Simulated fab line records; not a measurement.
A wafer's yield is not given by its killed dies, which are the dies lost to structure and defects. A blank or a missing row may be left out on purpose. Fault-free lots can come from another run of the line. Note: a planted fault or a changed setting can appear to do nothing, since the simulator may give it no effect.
fab line records / flow n5_finfet
record lots=7 wafers=19 last_day=18
route steps=1938 shown BEOL_M9@1448
lots that met no fault: taken from a fault-free run of the same line
start_h: hours from the record's first day to the start of the lot's first wafer shown / wait_h: hours elapsed since this lot's preceding step / " identical to the entry in the row above / L1.1+2: a single row standing in for several wafers / - no value, or no start was given / * or withheld: withheld / < > ~ a bound
route shown NAME@n: a module of which the file shows steps, and the number in the route of the first / usual: mean/standard deviation of fault-free wafers / same: alike in all rows / chamber/n: place in a boat / sites: per-site readings / _std_site: their standard deviation / _edge_site: inner sites' mean taken away from outer sites' mean / radius_mm: how far each site lies from the wafer's centre / mask NAME#n: copy n / behind: tool/chamber where the wafer was last shaped / hold: the reason the lot was held/the length of the hold in hours/how it ended / device: the transistor (n, p or np) that didn't switch / end of line: tests run on the same wafers once the route is complete / a step given without rows: its recipe and nothing more / killed: dies that structure and defects cost at the first sort, which is not the same as the wafer's yield / map: shows each die of a wafer: x if killed, . if not, _ if none is there
set.NAME: the setting that was run; set.NAME@STEP: the one run at that earlier step / model.NAME: the simulator's own value behind a step, which no gauge read
lots at selected steps of the route; one table per step, one row per wafer
services: the hour from which a tool's chamber was out of use, counted from the record's first day as start_h (under 0 if before that day), plus the number of hours and why
## steps
# step N5_BEOL_M9_STRIP_80
# recipe chemistry=N2/H2 time_s=10 power_w=450 temp_c=40 pressure_mtorr=20 rf_frequency_hz=6e+07 bias_power_w=7 n2_flow_sccm=200 h2_flow_sccm=200
# usual drypump_motor_current_A=5.4/0.5 oes_product_au=0.75/0.064 rf_vpp_V=59.0/0.91 showerhead_plenum_p_Torr=2.50/0.11 throttle_valve_pct=23.66/0.23
# same time_s=10
lot.wafer=L149.1 tool=rie_diel-02 chamber=1 start_h=- wait_h=- drypump_motor_current_A=6.3 oes_product_au=0.77 rf_hours_counter_h=164 rf_vpp_V=58.3 showerhead_plenum_p_Torr=2.43 throttle_valve_pct=23.53
lot.wafer=L149.5 tool=rie_diel-02 chamber=2 start_h=- wait_h=- drypump_motor_current_A=5.1 oes_product_au=0.73 rf_hours_counter_h=- rf_vpp_V=58.7 showerhead_plenum_p_Torr=2.42 throttle_valve_pct=23.64
lot.wafer=L149.6 tool=rie_diel-02 chamber=1 start_h=- wait_h=- drypump_motor_current_A=6.3 oes_product_au=0.76 rf_hours_counter_h=- rf_vpp_V=58.7 showerhead_plenum_p_Torr=2.43 throttle_valve_pct=23.53
lot.wafer=L150.3 tool=rie_diel-01 chamber=2 start_h=- wait_h=- drypump_motor_current_A=6.3 oes_product_au=0.71 rf_hours_counter_h=181 rf_vpp_V=57.6 showerhead_plenum_p_Torr=2.52 throttle_valve_pct=23.44
lot.wafer=L150.4 tool=rie_diel-01 chamber=2 start_h=- wait_h=- drypump_motor_current_A=6.3 oes_product_au=0.70 rf_hours_counter_h=- rf_vpp_V=59.6 showerhead_plenum_p_Torr=2.52 throttle_valve_pct=23.44
lot.wafer=L150.6 tool=rie_diel-01 chamber=1 start_h=- wait_h=- drypump_motor_current_A=4.7 oes_product_au=0.69 rf_hours_counter_h=- rf_vpp_V=60.7 showerhead_plenum_p_Torr=2.61 throttle_valve_pct=23.83
lot.wafer=L157.3 tool=rie_diel-02 chamber=1 start_h=- wait_h=- drypump_motor_current_A=6.3 oes_product_au=0.75 rf_hours_counter_h=181 rf_vpp_V=58.7 showerhead_plenum_p_Torr=2.43 throttle_valve_pct=23.55
lot.wafer=L157.4 tool=rie_diel-02 chamber=3 start_h=- wait_h=- drypump_motor_current_A=5.9 oes_product_au=0.75 rf_hours_counter_h=172 rf_vpp_V=59.4 showerhead_plenum_p_Torr=2.53 throttle_valve_pct=23.55
lot.wafer=L160.4 tool=rie_diel-06 chamber=0 start_h=- wait_h=- drypump_motor_current_A=5.5 oes_product_au=0.70 rf_hours_counter_h=193 rf_vpp_V=59.4 showerhead_plenum_p_Torr=2.52 throttle_valve_pct=24.21
lot.wafer=L160.5 tool=rie_diel-06 chamber=3 start_h=- wait_h=- drypump_motor_current_A=5.6 oes_product_au=0.95 rf_hours_counter_h=- rf_vpp_V=59.5 showerhead_plenum_p_Torr=2.71 throttle_valve_pct=23.50
lot.wafer=L158.1 tool=rie_diel-01 chamber=2 start_h=- wait_h=- drypump_motor_current_A=6.3 oes_product_au=0.70 rf_hours_counter_h=197 rf_vpp_V=58.7 showerhead_plenum_p_Torr=2.51 throttle_valve_pct=23.46
lot.wafer=L158.3 tool=rie_diel-01 chamber=3 start_h=- wait_h=- drypump_motor_current_A=5.8 oes_product_au=0.97 rf_hours_counter_h=8 rf_vpp_V=58.9 showerhead_plenum_p_Torr=2.50 throttle_valve_pct=23.59
lot.wafer=L158.5 tool=rie_diel-01 chamber=1 start_h=- wait_h=- drypump_motor_current_A=4.7 oes_product_au=0.68 rf_hours_counter_h=- rf_vpp_V=60.4 showerhead_plenum_p_Torr=2.61 throttle_valve_pct=23.84
lot.wafer=L165.1 tool=rie_diel-02 chamber=1 start_h=- wait_h=- drypump_motor_current_A=6.3 oes_product_au=0.74 rf_hours_counter_h=192 rf_vpp_V=58.0 showerhead_plenum_p_Torr=2.42 throttle_valve_pct=23.58
lot.wafer=L165.5 tool=rie_diel-02 chamber=1 start_h=- wait_h=- drypump_motor_current_A=6.3 oes_product_au=0.74 rf_hours_counter_h=- rf_vpp_V=58.5 showerhead_plenum_p_Torr=2.42 throttle_valve_pct=23.61
lot.wafer=L165.6 tool=rie_diel-02 chamber=2 start_h=- wait_h=- drypump_motor_current_A=5.1 oes_product_au=0.72 rf_hours_counter_h=- rf_vpp_V=58.0 showerhead_plenum_p_Torr=2.41 throttle_valve_pct=23.66
lot.wafer=L167.2 tool=rie_diel-06 chamber=0 start_h=- wait_h=- drypump_motor_current_A=5.6 oes_product_au=0.69 rf_hours_counter_h=211 rf_vpp_V=58.5 showerhead_plenum_p_Torr=2.52 throttle_valve_pct=24.24
lot.wafer=L167.4 tool=rie_diel-06 chamber=3 start_h=- wait_h=- drypump_motor_current_A=5.6 oes_product_au=0.91 rf_hours_counter_h=22 rf_vpp_V=59.3 showerhead_plenum_p_Torr=2.70 throttle_valve_pct=23.51
lot.wafer=L167.6 tool=rie_diel-06 chamber=1 start_h=- wait_h=- drypump_motor_current_A=5.0 oes_product_au=0.72 rf_hours_counter_h=- rf_vpp_V=57.9 showerhead_plenum_p_Torr=2.41 throttle_valve_pct=23.61
# step N5_BEOL_M9_OCD_MEAS_38
# usual trench_depth_nm=150.3/1.7
lot.wafer=L149.1 tool=ocd-02 chamber=- start_h=231.58 wait_h=- trench_depth_nm=151.8
lot.wafer=L149.5 tool=ocd-02 chamber=- start_h=231.58 wait_h=- trench_depth_nm=150.4
lot.wafer=L149.6 tool=ocd-02 chamber=- start_h=231.58 wait_h=- trench_depth_nm=151.5
lot.wafer=L150.3 tool=ocd-01 chamber=- start_h=253.87 wait_h=- trench_depth_nm=149.2
lot.wafer=L150.4 tool=ocd-01 chamber=- start_h=253.87 wait_h=- trench_depth_nm=149.3
lot.wafer=L150.6 tool=ocd-01 chamber=- start_h=253.87 wait_h=- trench_depth_nm=149.8
lot.wafer=L157.3 tool=ocd-01 chamber=- start_h=288.68 wait_h=- trench_depth_nm=150.9
lot.wafer=L157.4 tool=ocd-01 chamber=- start_h=288.68 wait_h=- trench_depth_nm=151.5
lot.wafer=L160.4 tool=ocd-01 chamber=- start_h=296.66 wait_h=- trench_depth_nm=149.5
lot.wafer=L160.5 tool=ocd-01 chamber=- start_h=296.66 wait_h=- trench_depth_nm=153.4
lot.wafer=L158.1 tool=ocd-02 chamber=- start_h=297.75 wait_h=- trench_depth_nm=149.5
lot.wafer=L158.3 tool=ocd-02 chamber=- start_h=297.75 wait_h=- trench_depth_nm=154.8
lot.wafer=L158.5 tool=ocd-02 chamber=- start_h=297.75 wait_h=- trench_depth_nm=148.0
lot.wafer=L165.1 tool=ocd-02 chamber=- start_h=325.06 wait_h=- trench_depth_nm=149.1
lot.wafer=L165.5 tool=ocd-02 chamber=- start_h=325.06 wait_h=- trench_depth_nm=148.9
lot.wafer=L165.6 tool=ocd-02 chamber=- start_h=325.06 wait_h=- trench_depth_nm=150.0
lot.wafer=L167.2 tool=ocd-01 chamber=- start_h=350.60 wait_h=- trench_depth_nm=147.8
lot.wafer=L167.4 tool=ocd-01 chamber=- start_h=350.60 wait_h=- trench_depth_nm=152.9
lot.wafer=L167.6 tool=ocd-01 chamber=- start_h=350.60 wait_h=- trench_depth_nm=149.2
# step N5_BEOL_M9_HM_STRIP_39
# recipe chemistry=peroxide_tin_strip material=TiN target_depth_a=250 temp_c=50 time_s=158
# step N5_BEOL_M9_SRD_40
# recipe time_s=30 temp_c=23 rinse_liquid=diw dry=ipa_marangoni
# step N5_BEOL_M9_PRECLEAN_42
# recipe chemistry=residue_remover time_s=60 temp_c=40
# step N5_BEOL_M9_SRD_43
# recipe time_s=30 temp_c=23 rinse_liquid=diw dry=ipa_marangoni
# step N5_BEOL_M9_CD_MEAS_35
# recipe target_cd_nm=70 target_cd_y_nm=40 polarity=opening
# usual cd_nm=70.1/0.47
lot.wafer=L149.1 tool=cd_sem-01 chamber=- start_h=231.82 wait_h=0.0 cd_nm=70.4
lot.wafer=L149.5 tool=cd_sem-01 chamber=- start_h=231.82 wait_h=0.0 cd_nm=70.4
lot.wafer=L149.6 tool=cd_sem-01 chamber=- start_h=231.82 wait_h=0.0 cd_nm=70.5
lot.wafer=L150.3 tool=cd_sem-01 chamber=- start_h=254.02 wait_h=0.0 cd_nm=69.7
lot.wafer=L150.4 tool=cd_sem-01 chamber=- start_h=254.02 wait_h=0.0 cd_nm=70.4
lot.wafer=L150.6 tool=cd_sem-01 chamber=- start_h=254.02 wait_h=0.0 cd_nm=70.1
lot.wafer=L157.3 tool=cd_sem-03 chamber=- start_h=288.85 wait_h=0.0 cd_nm=69.8
lot.wafer=L157.4 tool=cd_sem-03 chamber=- start_h=288.85 wait_h=0.0 cd_nm=69.6
lot.wafer=L160.4 tool=cd_sem-03 chamber=- start_h=296.83 wait_h=0.0 cd_nm=70.5
lot.wafer=L160.5 tool=cd_sem-03 chamber=- start_h=296.83 wait_h=0.0 cd_nm=71.1
lot.wafer=L158.1 tool=cd_sem-01 chamber=- start_h=297.91 wait_h=0.0 cd_nm=69.9
lot.wafer=L158.3 tool=cd_sem-01 chamber=- start_h=297.91 wait_h=0.0 cd_nm=69.9
lot.wafer=L158.5 tool=cd_sem-01 chamber=- start_h=297.91 wait_h=0.0 cd_nm=69.7
lot.wafer=L165.1 tool=cd_sem-01 chamber=- start_h=325.22 wait_h=0.0 cd_nm=70.7
lot.wafer=L165.5 tool=cd_sem-01 chamber=- start_h=325.22 wait_h=0.0 cd_nm=70.8
lot.wafer=L165.6 tool=cd_sem-01 chamber=- start_h=325.22 wait_h=0.0 cd_nm=70.2
lot.wafer=L167.2 tool=cd_sem-02 chamber=- start_h=350.76 wait_h=0.0 cd_nm=69.8
lot.wafer=L167.4 tool=cd_sem-02 chamber=- start_h=350.76 wait_h=0.0 cd_nm=69.6
lot.wafer=L167.6 tool=cd_sem-02 chamber=- start_h=350.76 wait_h=0.0 cd_nm=70.0
# step N5_BEOL_M9_CURE_72
# recipe temp_c=370 time_s=120 ambient=DMADMS/He material=SiCOH_lowk
# usual lamp_power_pct=52.31/0.05 wafer_temp_C_max=371.4/0.42
# same time_s=120
lot.wafer=L149.1 tool=uv_cure-01 chamber=2 start_h=231.86 wait_h=0.0 lamp_power_pct=52.25 wafer_temp_C_max=371.1
lot.wafer=L149.5 tool=uv_cure-01 chamber=2 start_h=231.86 wait_h=0.0 lamp_power_pct=52.28 wafer_temp_C_max=371.6
lot.wafer=L149.6 tool=uv_cure-01 chamber=2 start_h=231.86 wait_h=0.0 lamp_power_pct=52.37 wafer_temp_C_max=370.5
lot.wafer=L150.3 tool=uv_cure-02 chamber=2 start_h=254.16 wait_h=0.1 lamp_power_pct=52.34 wafer_temp_C_max=370.9
lot.wafer=L150.4 tool=uv_cure-02 chamber=2 start_h=254.16 wait_h=0.1 lamp_power_pct=52.38 wafer_temp_C_max=371.0
lot.wafer=L150.6 tool=uv_cure-02 chamber=2 start_h=254.16 wait_h=0.1 lamp_power_pct=52.29 wafer_temp_C_max=371.2
lot.wafer=L157.3 tool=uv_cure-02 chamber=2 start_h=289.27 wait_h=0.4 lamp_power_pct=52.28 wafer_temp_C_max=371.1
lot.wafer=L157.4 tool=uv_cure-02 chamber=2 start_h=289.27 wait_h=0.4 lamp_power_pct=52.49 wafer_temp_C_max=371.3
lot.wafer=L160.4 tool=uv_cure-01 chamber=0 start_h=297.01 wait_h=0.2 lamp_power_pct=52.36 wafer_temp_C_max=371.2
lot.wafer=L160.5 tool=uv_cure-01 chamber=0 start_h=297.01 wait_h=0.2 lamp_power_pct=52.29 wafer_temp_C_max=371.0
lot.wafer=L158.1 tool=uv_cure-01 chamber=2 start_h=297.95 wait_h=0.0 lamp_power_pct=52.39 wafer_temp_C_max=371.9
lot.wafer=L158.3 tool=uv_cure-01 chamber=2 start_h=297.95 wait_h=0.0 lamp_power_pct=52.29 wafer_temp_C_max=371.4
lot.wafer=L158.5 tool=uv_cure-01 chamber=2 start_h=297.95 wait_h=0.0 lamp_power_pct=52.39 wafer_temp_C_max=371.1
lot.wafer=L165.1 tool=uv_cure-02 chamber=1 start_h=325.26 wait_h=0.0 lamp_power_pct=52.40 wafer_temp_C_max=371.3
lot.wafer=L165.5 tool=uv_cure-02 chamber=1 start_h=325.26 wait_h=0.0 lamp_power_pct=52.40 wafer_temp_C_max=371.2
lot.wafer=L165.6 tool=uv_cure-02 chamber=1 start_h=325.26 wait_h=0.0 lamp_power_pct=52.35 wafer_temp_C_max=370.9
lot.wafer=L167.2 tool=uv_cure-03 chamber=0 start_h=350.85 wait_h=0.1 lamp_power_pct=52.28 wafer_temp_C_max=372.6
lot.wafer=L167.4 tool=uv_cure-03 chamber=0 start_h=350.85 wait_h=0.1 lamp_power_pct=52.29 wafer_temp_C_max=372.6
lot.wafer=L167.6 tool=uv_cure-03 chamber=0 start_h=350.85 wait_h=0.1 lamp_power_pct=52.21 wafer_temp_C_max=372.3
# step N5_BEOL_M9_DEGAS_44
# recipe ambient=vacuum temp_c=250 time_s=60
# usual heater_power_w=334/35
# same time_s=60
lot.wafer=L149.1 tool=pvd_sputter-01 chamber=- start_h=232.26 wait_h=0.3 heater_power_w=316
lot.wafer=L149.5 tool=pvd_sputter-01 chamber=- start_h=232.26 wait_h=0.3 heater_power_w=332
lot.wafer=L149.6 tool=pvd_sputter-01 chamber=- start_h=232.26 wait_h=0.3 heater_power_w=339
lot.wafer=L150.3 tool=pvd_sputter-02 chamber=- start_h=254.43 wait_h=0.2 heater_power_w=365
lot.wafer=L150.4 tool=pvd_sputter-02 chamber=- start_h=254.43 wait_h=0.2 heater_power_w=313
lot.wafer=L150.6 tool=pvd_sputter-02 chamber=- start_h=254.43 wait_h=0.2 heater_power_w=378
lot.wafer=L157.3 tool=pvd_sputter-01 chamber=- start_h=289.70 wait_h=0.4 heater_power_w=325
lot.wafer=L157.4 tool=pvd_sputter-01 chamber=- start_h=289.70 wait_h=0.4 heater_power_w=339
lot.wafer=L160.4 tool=pvd_sputter-02 chamber=- start_h=297.74 wait_h=0.7 heater_power_w=290
lot.wafer=L160.5 tool=pvd_sputter-02 chamber=- start_h=297.74 wait_h=0.7 heater_power_w=298
lot.wafer=L158.1 tool=pvd_sputter-02 chamber=- start_h=298.46 wait_h=0.5 heater_power_w=292
lot.wafer=L158.3 tool=pvd_sputter-02 chamber=- start_h=298.46 wait_h=0.5 heater_power_w=363
lot.wafer=L158.5 tool=pvd_sputter-02 chamber=- start_h=298.46 wait_h=0.5 heater_power_w=300
lot.wafer=L165.1 tool=pvd_sputter-03 chamber=- start_h=325.72 wait_h=0.4 heater_power_w=339
lot.wafer=L165.5 tool=pvd_sputter-03 chamber=- start_h=325.72 wait_h=0.4 heater_power_w=401
lot.wafer=L165.6 tool=pvd_sputter-03 chamber=- start_h=325.72 wait_h=0.4 heater_power_w=395
lot.wafer=L167.2 tool=pvd_sputter-03 chamber=- start_h=351.29 wait_h=0.4 heater_power_w=387
lot.wafer=L167.4 tool=pvd_sputter-03 chamber=- start_h=351.29 wait_h=0.4 heater_power_w=292
lot.wafer=L167.6 tool=pvd_sputter-03 chamber=- start_h=351.29 wait_h=0.4 heater_power_w=342
# step N5_BEOL_M9_PRE_CLEAN_45
# recipe gas=H2/He time_s=30 temp_c=250
# usual heater_power_w=334/35
# same time_s=30
lot.wafer=L149.1 tool=pvd_sputter-01 chamber=- start_h=232.30 wait_h=0.0 heater_power_w=328
lot.wafer=L149.5 tool=pvd_sputter-01 chamber=- start_h=232.30 wait_h=0.0 heater_power_w=333
lot.wafer=L149.6 tool=pvd_sputter-01 chamber=- start_h=232.30 wait_h=0.0 heater_power_w=342
lot.wafer=L150.3 tool=pvd_sputter-02 chamber=- start_h=254.47 wait_h=0.0 heater_power_w=365
lot.wafer=L150.4 tool=pvd_sputter-02 chamber=- start_h=254.47 wait_h=0.0 heater_power_w=306
lot.wafer=L150.6 tool=pvd_sputter-02 chamber=- start_h=254.47 wait_h=0.0 heater_power_w=361
lot.wafer=L157.3 tool=pvd_sputter-01 chamber=- start_h=289.74 wait_h=0.0 heater_power_w=333
lot.wafer=L157.4 tool=pvd_sputter-01 chamber=- start_h=289.74 wait_h=0.0 heater_power_w=338
lot.wafer=L160.4 tool=pvd_sputter-02 chamber=- start_h=297.78 wait_h=0.0 heater_power_w=300
lot.wafer=L160.5 tool=pvd_sputter-02 chamber=- start_h=297.78 wait_h=0.0 heater_power_w=308
lot.wafer=L158.1 tool=pvd_sputter-02 chamber=- start_h=298.50 wait_h=0.0 heater_power_w=287
lot.wafer=L158.3 tool=pvd_sputter-02 chamber=- start_h=298.50 wait_h=0.0 heater_power_w=378
lot.wafer=L158.5 tool=pvd_sputter-02 chamber=- start_h=298.50 wait_h=0.0 heater_power_w=303
lot.wafer=L165.1 tool=pvd_sputter-03 chamber=- start_h=325.76 wait_h=0.0 heater_power_w=346
lot.wafer=L165.5 tool=pvd_sputter-03 chamber=- start_h=325.76 wait_h=0.0 heater_power_w=404
lot.wafer=L165.6 tool=pvd_sputter-03 chamber=- start_h=325.76 wait_h=0.0 heater_power_w=390
lot.wafer=L167.2 tool=pvd_sputter-03 chamber=- start_h=351.33 wait_h=0.0 heater_power_w=394
lot.wafer=L167.4 tool=pvd_sputter-03 chamber=- start_h=351.33 wait_h=0.0 heater_power_w=296
lot.wafer=L167.6 tool=pvd_sputter-03 chamber=- start_h=351.33 wait_h=0.0 heater_power_w=342
# step N5_BEOL_M9_ALD_74
# recipe material=TaN target_thk_a=20 temp_c=275 ald_precursor_family=PDMAT ald_co_reactant=NH3 pressure_torr=3 carrier_flow_sccm=1500 pulse_time_s=2 purge_time_s=3 co_reactant_purge_time_s=2 co_reactant_pulse_time_s=3 ald_cycles=40 precursor_vessel_temp_c=75 precursor_vessel_pressure_torr=26.25 precursor_vessel_carrier_sccm=1000
# step N5_BEOL_M9_SURFACE_TREAT_79
# recipe gas=Ar time_s=* ion_energy_ev=* ion_current_ma_cm2=0.5 pressure_mtorr=* ar_flow_sccm=30
# usual throttle_valve_pct=*
# same time_s=*
lot.wafer=L149.1 tool=pvd_sputter-03 chamber=- start_h=232.81 wait_h=0.3 throttle_valve_pct=*
lot.wafer=L149.5 tool=pvd_sputter-03 chamber=- start_h=232.81 wait_h=0.3 throttle_valve_pct=*
lot.wafer=L149.6 tool=pvd_sputter-03 chamber=- start_h=232.81 wait_h=0.3 throttle_valve_pct=*
lot.wafer=L150.3 tool=pvd_sputter-01 chamber=- start_h=254.82 wait_h=0.2 throttle_valve_pct=*
lot.wafer=L150.4 tool=pvd_sputter-01 chamber=- start_h=254.82 wait_h=0.2 throttle_valve_pct=*
lot.wafer=L150.6 tool=pvd_sputter-01 chamber=- start_h=254.82 wait_h=0.2 throttle_valve_pct=*
lot.wafer=L157.3 tool=pvd_sputter-01 chamber=- start_h=290.18 wait_h=0.2 throttle_valve_pct=*
lot.wafer=L157.4 tool=pvd_sputter-01 chamber=- start_h=290.18 wait_h=0.2 throttle_valve_pct=*
lot.wafer=L160.4 tool=pvd_sputter-01 chamber=- start_h=298.30 wait_h=0.3 throttle_valve_pct=*
lot.wafer=L160.5 tool=pvd_sputter-01 chamber=- start_h=298.30 wait_h=0.3 throttle_valve_pct=*
lot.wafer=L158.1 tool=pvd_sputter-01 chamber=- start_h=298.86 wait_h=0.2 throttle_valve_pct=*
lot.wafer=L158.3 tool=pvd_sputter-01 chamber=- start_h=298.86 wait_h=0.2 throttle_valve_pct=*
lot.wafer=L158.5 tool=pvd_sputter-01 chamber=- start_h=298.86 wait_h=0.2 throttle_valve_pct=*
lot.wafer=L165.1 tool=pvd_sputter-02 chamber=- start_h=326.15 wait_h=0.2 throttle_valve_pct=*
lot.wafer=L165.5 tool=pvd_sputter-02 chamber=- start_h=326.15 wait_h=0.2 throttle_valve_pct=*
lot.wafer=L165.6 tool=pvd_sputter-02 chamber=- start_h=326.15 wait_h=0.2 throttle_valve_pct=*
lot.wafer=L167.2 tool=pvd_sputter-03 chamber=- start_h=351.89 wait_h=0.3 throttle_valve_pct=*
lot.wafer=L167.4 tool=pvd_sputter-03 chamber=- start_h=351.89 wait_h=0.3 throttle_valve_pct=*
lot.wafer=L167.6 tool=pvd_sputter-03 chamber=- start_h=351.89 wait_h=0.3 throttle_valve_pct=*
# step N5_BEOL_M9_CVD_78
# recipe material=Co target_thk_a=20 temp_c=withheld precursor=CCTBA/H2 pressure_torr=30 time_s=138.9
# usual run_length_s=161.0/0.52
lot.wafer=L149.1 tool=cvd_co-01 chamber=0 start_h=232.99 wait_h=0.2 run_length_s=161.0
lot.wafer=L149.5 tool=cvd_co-01 chamber=2 start_h=232.99 wait_h=0.2 run_length_s=160.6
lot.wafer=L149.6 tool=cvd_co-01 chamber=0 start_h=232.99 wait_h=0.2 run_length_s=160.7
lot.wafer=L150.3 tool=cvd_co-02 chamber=0 start_h=254.88 wait_h=0.0 run_length_s=161.3
lot.wafer=L150.4 tool=cvd_co-02 chamber=0 start_h=254.88 wait_h=0.0 run_length_s=161.5
lot.wafer=L150.6 tool=cvd_co-02 chamber=2 start_h=254.88 wait_h=0.0 run_length_s=160.7
lot.wafer=L157.3 tool=cvd_co-02 chamber=0 start_h=290.30 wait_h=0.1 run_length_s=203.7
lot.wafer=L157.4 tool=cvd_co-02 chamber=1 start_h=290.30 wait_h=0.1 run_length_s=162.2
lot.wafer=L160.4 tool=cvd_co-02 chamber=1 start_h=298.41 wait_h=0.1 run_length_s=162.2
lot.wafer=L160.5 tool=cvd_co-02 chamber=2 start_h=298.41 wait_h=0.1 run_length_s=203.2
lot.wafer=L158.1 tool=cvd_co-02 chamber=2 start_h=298.92 wait_h=0.0 run_length_s=161.7
lot.wafer=L158.3 tool=cvd_co-02 chamber=0 start_h=298.92 wait_h=0.0 run_length_s=203.5
lot.wafer=L158.5 tool=cvd_co-02 chamber=0 start_h=298.92 wait_h=0.0 run_length_s=203.7
lot.wafer=L165.1 tool=cvd_co-01 chamber=1 start_h=326.21 wait_h=0.0 run_length_s=160.7
lot.wafer=L165.5 tool=cvd_co-01 chamber=2 start_h=326.21 wait_h=0.0 run_length_s=160.4
lot.wafer=L165.6 tool=cvd_co-01 chamber=1 start_h=326.21 wait_h=0.0 run_length_s=160.6
lot.wafer=L167.2 tool=cvd_co-01 chamber=0 start_h=352.02 wait_h=0.1 run_length_s=160.7
lot.wafer=L167.4 tool=cvd_co-01 chamber=2 start_h=352.02 wait_h=0.1 run_length_s=160.9
lot.wafer=L167.6 tool=cvd_co-01 chamber=0 start_h=352.02 wait_h=0.1 run_length_s=160.6
# step N5_BEOL_M9_SPUTTER_48
# recipe material=Cu target_thk_a=120 temp_c=-20 bias_v=60 power_w=26000 chamber_pressure_pa=0.13 time_s=2
## services
tool=uv_cure-03 chamber=- start_h=207.57 hours=2.1 kind=pm
tool=uv_cure-02 chamber=- start_h=215.20 hours=9.5 kind=repair
tool=rie_diel-01 chamber=2 start_h=235.65 hours=2.4 kind=repair
tool=rie_diel-01 chamber=3 start_h=236.99 hours=5.4 kind=repair
tool=rie_diel-01 chamber=3 start_h=242.70 hours=- kind=clean
tool=rie_diel-01 chamber=3 start_h=242.70 hours=- kind=consumable_replace:esc
tool=rie_diel-01 chamber=3 start_h=242.70 hours=- kind=consumable_replace:focus_ring
tool=rie_diel-01 chamber=3 start_h=242.70 hours=18.6 kind=scheduled_down
tool=rie_diel-01 chamber=3 start_h=242.70 hours=18.6 kind=vent_cycle
tool=rie_diel-06 chamber=3 start_h=247.21 hours=- kind=clean
tool=rie_diel-01 chamber=0 start_h=277.94 hours=1.8 kind=repair
tool=rie_diel-01 chamber=3 start_h=279.67 hours=7.2 kind=repair
tool=pvd_sputter-01 chamber=- start_h=281.97 hours=1.4 kind=repair
tool=uv_cure-01 chamber=- start_h=285.16 hours=4.7 kind=repair
tool=cvd_co-02 chamber=1 start_h=290.74 hours=2.7 kind=repair
tool=rie_diel-02 chamber=3 start_h=292.71 hours=8.2 kind=repair
tool=uv_cure-03 chamber=- start_h=302.98 hours=7.5 kind=pm
tool=rie_diel-02 chamber=2 start_h=316.58 hours=4.0 kind=repair
tool=uv_cure-03 chamber=- start_h=325.83 hours=6.0 kind=pm
tool=pvd_sputter-01 chamber=- start_h=327.03 hours=2.4 kind=repair
tool=uv_cure-03 chamber=- start_h=331.83 hours=1.0 kind=pm
tool=cvd_co-01 chamber=1 start_h=333.33 hours=- kind=clean
tool=cvd_co-01 chamber=1 start_h=333.33 hours=22.0 kind=scheduled_down
tool=cvd_co-01 chamber=1 start_h=333.33 hours=22.0 kind=vent_cycle
## key
first_sign step=N5_BEOL_M9_CVD_78 reading=run_length_s direction=up sigmas=81 usual=* struck=*
effect none on later readings
met_at N5_BEOL_M9_CVD_78
struck_wafers L157.3,L158.3,L158.5,L160.5
onset_between 254.88 290.30
fault kind=process_parameter_drift tool=cvd_co-02 chamber=- onset_h=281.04 steps=N5_BEOL_M9_CVD_78 channel=time_s offset=* shape=step end_h=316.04 scope=struck_wafers_only acts_in=* stated=*
